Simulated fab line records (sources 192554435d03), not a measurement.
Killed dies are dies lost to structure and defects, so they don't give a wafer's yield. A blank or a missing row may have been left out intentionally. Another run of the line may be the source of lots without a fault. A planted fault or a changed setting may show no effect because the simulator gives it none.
Problem report, 8D (eight disciplines) form, completed by code    flow n5_finfet    the parts of the form that need people (team, actions taken, sign-off) are left out

== 1. WHAT WENT WRONG ==
At N5_BEOL_M11_CD_MEAS_28, cd_nm averages 81.2 nm over 6 wafers from 2 lots, while fault-free wafers read 69.9 nm, standard deviation 0.89. That is +13 standard deviations from the usual mean.
The step: target cd 70 nm.
Seen first at day 13 20:10 on cd_sem-03, wafer L483.1. The record has a number at this step for 24 wafers belonging to 8 lots. Rule for "out" (also "out of limits"): further than 4 standard deviations from the usual mean. All remaining wafers that have a number are taken as sound.

== 2. WHAT IT IS, WHAT IT ISN'T ==
question                     is                      is not
which readings at this step  cd_nm                   -
which lots                   L482, L483              L468, L473, L474, L484, L486, L489
which wafers of those lots   all that have a number  -
read on which gauges         cd_sem-02, cd_sem-03    cd_sem-01
when                         from day 13 20:10       up to then (9 sound wafers); but 9 sound wafers of L484, L486, L489 came after

== 3. THE SUSPECTS, EACH WITH WHAT RULES IT OUT ==
Counting: any tool at a process step up to the reading is kept as a suspect provided that every lot that is out went through it and no sound lot did after the first of them.
- the gauge at N5_BEOL_M11_CD_MEAS_28: ruled out. 2 gauges (cd_sem-02, cd_sem-03) read the wafers that are out.
- arfi_scanner-03 at N5_BEOL_M11_EXPOSE_25 (exposes mask V10): kept. It processed each lot that is out, first L483 at day 13 20:02, and no sound lot thereafter; up to then, the last sound lot it processed was L473 at day 12 05:49. Its own exposure_dose_mJ_cm2 readings are out on those wafers.
After counting, what remains is arfi_scanner-03 at N5_BEOL_M11_EXPOSE_25.

== 4. THE CAUSE (what the simulator had put in) ==
Drift in process parameters on arfi_scanner-03 at N5_BEOL_M11_EXPOSE_25, starting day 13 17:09. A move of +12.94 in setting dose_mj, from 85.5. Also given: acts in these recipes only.
After counting, this tool was the only one left.

== 5. THE EFFECT CHAIN, in route order ==
Each row: a reading where the mean over the struck wafers with a number is more than 3 standard deviations away from the usual. Only readings whose record carries a usual standard deviation are examined. hours: median over the lots of the time between each lot's start at the first step of this table that gives one and its start at this step. sigmas: the change, counted in usual standard deviations.
hours  step                     reading               usual    on struck wafers  change  sigmas
0      N5_BEOL_M11_EXPOSE_25    exposure_dose_mJ_cm2  85.48    97.10             +11.62  +99 or more
0      N5_BEOL_M11_CD_MEAS_28   cd_nm                 69.9 nm  81.2              +11.2   +13
42     N5_PASSIVATION_PROBE_49  defect_limited_yield  91.2 %   59.8              -31.4   -22
42     N5_PASSIVATION_PROBE_49  killed_at_M4_up       12       380               +368    +88
42     N5_PASSIVATION_PROBE_49  killed_dies           103      474               +371    +22
42     N5_PASSIVATION_PROBE_49  killed_on_rim         14       105               +91     +20
42     N5_PASSIVATION_PROBE_49  sort_n_pass           1077     706               -371    -22
42     N5_PASSIVATION_PROBE_49  sort_yield_pct        91.2 %   59.8              -31.4   -22
Its process steps:
- N5_BEOL_M11_EXPOSE_25: exposes mask V10.
- N5_PASSIVATION_PROBE_49

== 6. HOW IT WOULD HAVE BEEN CAUGHT EARLIER ==
3 hours passed between the start of the fault at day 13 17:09 and the first reading out of limits at a measuring or inspecting step in this record, taken at day 13 20:10.
At N5_BEOL_M11_EXPOSE_25, the tool's own readings (exposure_dose_mJ_cm2) were out on each struck wafer the step has a row for, so an alarm limit on them would have fired on the first such wafer.
L482, from the lots that are out (2), started N5_BEOL_M11_EXPOSE_25 on arfi_scanner-03 later than day 13 20:10. Putting the tool on hold at that point would have spared it.
